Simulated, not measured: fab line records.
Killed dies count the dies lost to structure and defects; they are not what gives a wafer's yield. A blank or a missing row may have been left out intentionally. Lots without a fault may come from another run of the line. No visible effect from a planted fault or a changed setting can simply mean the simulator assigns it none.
Which tool was responsible? :: flow nandHarc :: 14 lots, 42 wafers sampled, at 6 steps of a route of 1159

== WHAT EACH GAUGE READ, for each wafer ==
NHARC_A_SOURCE_PLATE_INSPECT_08. Usual: rawDefectCount reads 60 (standard deviation 32).
lot: L705
measured: day 7 22:28
on: defectInspect-01
rawDefectCount: 78 47 68
flag: 

lot: L706
measured: day 7 22:30
on: defectInspect-02
rawDefectCount: 84 117 44
flag: 

lot: L708
measured: day 7 22:31
on: defectInspect-01
rawDefectCount: 27 40 42
flag: 

lot: L707
measured: day 8 04:16
on: defectInspect-02
rawDefectCount: 102 49 65
flag: 

lot: L710
measured: day 8 10:26
on: defectInspect-02
rawDefectCount: 49 52 46
flag: 

lot: L712
measured: day 9 08:45
on: defectInspect-02
rawDefectCount: 52 40 39
flag: 

lot: L711
measured: day 9 08:46
on: defectInspect-02
rawDefectCount: 61 46 82
flag: 

lot: L713
measured: day 9 08:47
on: defectInspect-01
rawDefectCount: 53 41 43
flag: 

lot: L714
measured: day 9 18:56
on: defectInspect-01
rawDefectCount: 30 33 47
flag: 

lot: L720
measured: day 10 18:05
on: defectInspect-02
rawDefectCount: 41 53 43
flag: 

lot: L717
measured: day 10 18:06
on: defectInspect-02
rawDefectCount: 54 43 69
flag: 

lot: L719
measured: day 11 05:19
on: defectInspect-01
rawDefectCount: 69 52 34
flag: 

lot: L726
measured: day 12 19:01
on: defectInspect-02
rawDefectCount: 79 56 22
flag: 

lot: L728
measured: day 13 06:05
on: defectInspect-02
rawDefectCount: 81 62 49
flag: 

NHARC_A_ONON_D1_THK_MEAS_02: measures by ellipsometry. Usual: thkNm reads 1000 nm (standard deviation 9.3).
lot: L705
measured: day 7 23:04
on: filmMetro-01
thkNm (nm): 1006 1006 1006
flag: 

lot: L706
measured: day 7 23:04
on: filmMetro-02
thkNm (nm): 1003 1003 1002
flag: 

lot: L708
measured: day 7 23:07
on: filmMetro-01
thkNm (nm): 997 996 996
flag: 

lot: L707
measured: day 8 04:50
on: filmMetro-01
thkNm (nm): 997 997 996
flag: 

lot: L710
measured: day 8 11:01
on: filmMetro-02
thkNm (nm): 1018 1021 1021
flag: 

lot: L712
measured: day 9 09:20
on: filmMetro-01
thkNm (nm): 1003 1002 1002
flag: 

lot: L711
measured: day 9 09:21
on: filmMetro-02
thkNm (nm): 1008 1010 1008
flag: 

lot: L713
measured: day 9 09:41
on: filmMetro-02
thkNm (nm): 1011 1010 1011
flag: 

lot: L714
measured: day 9 19:31
on: filmMetro-02
thkNm (nm): 1005 1007 1006
flag: 

lot: L720
measured: day 10 18:40
on: filmMetro-02
thkNm (nm): 998 999 999
flag: 

lot: L717
measured: day 10 18:41
on: filmMetro-01
thkNm (nm): 1014 1015 1014
flag: 

lot: L719
measured: day 11 06:09
on: filmMetro-01
thkNm (nm): 986 987 987
flag: 

lot: L726
measured: day 12 19:35
on: filmMetro-01
thkNm (nm): 993 995 994
flag: 

lot: L728
measured: day 13 06:39
on: filmMetro-02
thkNm (nm): 994 995 993
flag: 

NHARC_A_ONON_D1_THK_MEAS_18: measures by ellipsometry. Usual: thkNm reads 997 nm (standard deviation 11).
lot: L705
measured: day 8 09:25
on: filmMetro-01
thkNm (nm): 991 991 991
flag: 

lot: L706
measured: day 8 09:26
on: filmMetro-02
thkNm (nm): 1000 1001 1003
flag: 

lot: L708
measured: day 8 09:25
on: filmMetro-02
thkNm (nm): 982 983 982
flag: 

lot: L707
measured: day 8 16:51
on: filmMetro-01
thkNm (nm): 1003 1005 1003
flag: 

lot: L710
measured: day 8 20:40
on: filmMetro-01
thkNm (nm): 993 993 994
flag: 

lot: L712
measured: day 9 19:44
on: filmMetro-01
thkNm (nm): 1005 1005 1005
flag: 

lot: L711
measured: day 9 19:52
on: filmMetro-02
thkNm (nm): 1005 1005 1005
flag: 

lot: L713
measured: day 9 19:44
on: filmMetro-02
thkNm (nm): 996 995 998
flag: 

lot: L714
measured: day 10 05:47
on: filmMetro-02
thkNm (nm): 1013 1012 1016
flag: 

lot: L720
measured: day 11 04:02
on: filmMetro-02
thkNm (nm): 1001 999 1000
flag: 

lot: L717
measured: day 11 04:24
on: filmMetro-01
thkNm (nm): 1010 1009 1009
flag: 

lot: L719
measured: day 11 18:35
on: filmMetro-01
thkNm (nm): 1000 998 1000
flag: 

lot: L726
measured: day 13 04:58
on: filmMetro-01
thkNm (nm): 987 986 986
flag: 

lot: L728
measured: day 13 16:56
on: filmMetro-02
thkNm (nm): 993 993 993
flag: 

NHARC_A_ONON_D1_THK_MEAS_21: measures by ellipsometry. Usual: thkNm reads 1002 nm (standard deviation 11).
lot: L705
measured: day 8 09:59
on: filmMetro-01
thkNm (nm): 997 995 997
flag: 

lot: L706
measured: day 8 09:59
on: filmMetro-01
thkNm (nm): 1004 1002 1001
flag: 

lot: L708
measured: day 8 10:01
on: filmMetro-02
thkNm (nm): 986 985 984
flag: 

lot: L707
measured: day 8 17:25
on: filmMetro-01
thkNm (nm): 987 985 988
flag: 

lot: L710
measured: day 8 21:13
on: filmMetro-02
thkNm (nm): 992 992 992
flag: 

lot: L712
measured: day 9 20:18
on: filmMetro-01
thkNm (nm): 990 990 989
flag: 

lot: L711
measured: day 9 20:26
on: filmMetro-01
thkNm (nm): 995 993 995
flag: 

lot: L713
measured: day 9 20:17
on: filmMetro-02
thkNm (nm): 996 996 996
flag: 

lot: L714
measured: day 10 06:22
on: filmMetro-02
thkNm (nm): 1017 1020 1019
flag: 

lot: L720
measured: day 11 04:45
on: filmMetro-01
thkNm (nm): 1568 1570 1569
flag: OFF

lot: L717
measured: day 11 05:06
on: filmMetro-02
thkNm (nm): 1598 1598 1598
flag: OFF

lot: L719
measured: day 11 19:11
on: filmMetro-01
thkNm (nm): 1007 1006 1005
flag: 

lot: L726
measured: day 13 05:32
on: filmMetro-02
thkNm (nm): 1011 1011 1012
flag: 

lot: L728
measured: day 13 17:29
on: filmMetro-02
thkNm (nm): 997 995 997
flag: 

NHARC_END_SORT_01. Usual: killedAtArray 25, standard deviation 9.2; killedAtOther 0.9, standard deviation 1.3; killedAtPeriphery 3.3, standard deviation 2.3; killedDies 29, standard deviation 9.6; killedOpen 3.2, standard deviation 1.8; killedShort 2, standard deviation 1.4.
lot: L712
measured: day 20 15:04
on: prober-02
killedAtArray: 33 38 37
killedAtOther: 0 0 0
killedAtPeriphery: 1 0 1
killedDies: 34 38 38
killedOpen: 4 3 6
killedShort: 1 1 1
flag: 

lot: L711
measured: day 20 19:29
on: prober-01
killedAtArray: 15 23 24
killedAtOther: 0 0 0
killedAtPeriphery: 1 4 4
killedDies: 16 27 28
killedOpen: 2 2 1
killedShort: 0 5 1
flag: 

lot: L720
measured: day 23 03:07
on: prober-01
killedAtArray: 669 672 669
killedAtOther: 4 1 4
killedAtPeriphery: 4 4 4
killedDies: 677 677 677
killedOpen: 9 2 4
killedShort: 1 2 2
flag: OFF

lot: L717
measured: day 22 17:40
on: prober-02
killedAtArray: 673 674 673
killedAtOther: 0 0 0
killedAtPeriphery: 4 3 4
killedDies: 677 677 677
killedOpen: 2 2 3
killedShort: 3 1 2
flag: OFF

== WHICH TOOL RAN EACH LOT (tool, then ch and the chambers of the sampled wafers, then the start) ==
lot: L705
NHARC_A_ONON_D1_DEP_19: pecvdOnon-01 ch 0, day 8 09:28

lot: L706
NHARC_A_ONON_D1_DEP_19: pecvdOnon-04 ch 0, day 8 09:29

lot: L708
NHARC_A_ONON_D1_DEP_19: pecvdOnon-03 ch 0, day 8 09:29

lot: L707
NHARC_A_ONON_D1_DEP_19: pecvdOnon-01 ch 0, day 8 16:54

lot: L710
NHARC_A_ONON_D1_DEP_19: pecvdOnon-01 ch 0, day 8 20:43

lot: L712
NHARC_A_ONON_D1_DEP_19: pecvdOnon-01 ch 0, day 9 19:50

lot: L711
NHARC_A_ONON_D1_DEP_19: pecvdOnon-03 ch 0, day 9 19:56

lot: L713
NHARC_A_ONON_D1_DEP_19: pecvdOnon-04 ch 0, day 9 19:47

lot: L714
NHARC_A_ONON_D1_DEP_19: pecvdOnon-01 ch 0, day 10 05:50

lot: L720
NHARC_A_ONON_D1_DEP_19: pecvdOnon-01 ch 0, day 11 04:21

lot: L717
NHARC_A_ONON_D1_DEP_19: pecvdOnon-01 ch 0, day 11 04:42

lot: L719
NHARC_A_ONON_D1_DEP_19: pecvdOnon-04 ch 0, day 11 18:39

lot: L726
NHARC_A_ONON_D1_DEP_19: pecvdOnon-04 ch 0, day 13 05:02

lot: L728
NHARC_A_ONON_D1_DEP_19: pecvdOnon-03 ch 0, day 13 16:59
- NHARC_A_ONON_D1_DEP_19: target thk 1000 nm.

== AS READ BY THE TOOLS THEMSELVES (means over the sampled wafers that have a number; for cases with no such wafer, the mark the record gives instead) ==
The record holds no such reading with a usual standard deviation.

== THE ANSWER, worked out from the rows above alone ==
Rule: take the mean of a lot's wafers that have a number; if it is more than 3 standard deviations from the usual mean, the lot is off. Also off: a lot with no number at a reading for which 4 or more lots have one. Where the step has rows for the other lots, those lots are counted as sound. First the gauges in route order, then the tools' own readings, where a lot's mean is used as printed above. At the first step where some lot is off, the reading lying furthest off is the one used; lots without a number count as furthest.
Off at NHARC_A_ONON_D1_THK_MEAS_21 (thkNm): L720, L717.
A tool fits if, at a process step before that reading, it ran every lot that is off, and no sound lot after the first of them. The gauges at NHARC_A_ONON_D1_THK_MEAS_21 aren't tried: what is off there is off at NHARC_END_SORT_01 too, on other tools, and a gauge's error can't cause that. One fits: pecvdOnon-01 at NHARC_A_ONON_D1_DEP_19. Its last sound lot is L714 (day 10 05:50), its first lot that is off L720 (day 11 04:21): a fault that began between those two fits.

== WHAT HAD BEEN PUT IN BY THE SIMULATOR ==
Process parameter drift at NHARC_A_ONON_D1_DEP_19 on pecvdOnon-01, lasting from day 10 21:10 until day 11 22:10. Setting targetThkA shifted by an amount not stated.
Lots struck among those shown: L720, L717. Same finding as the rule above.
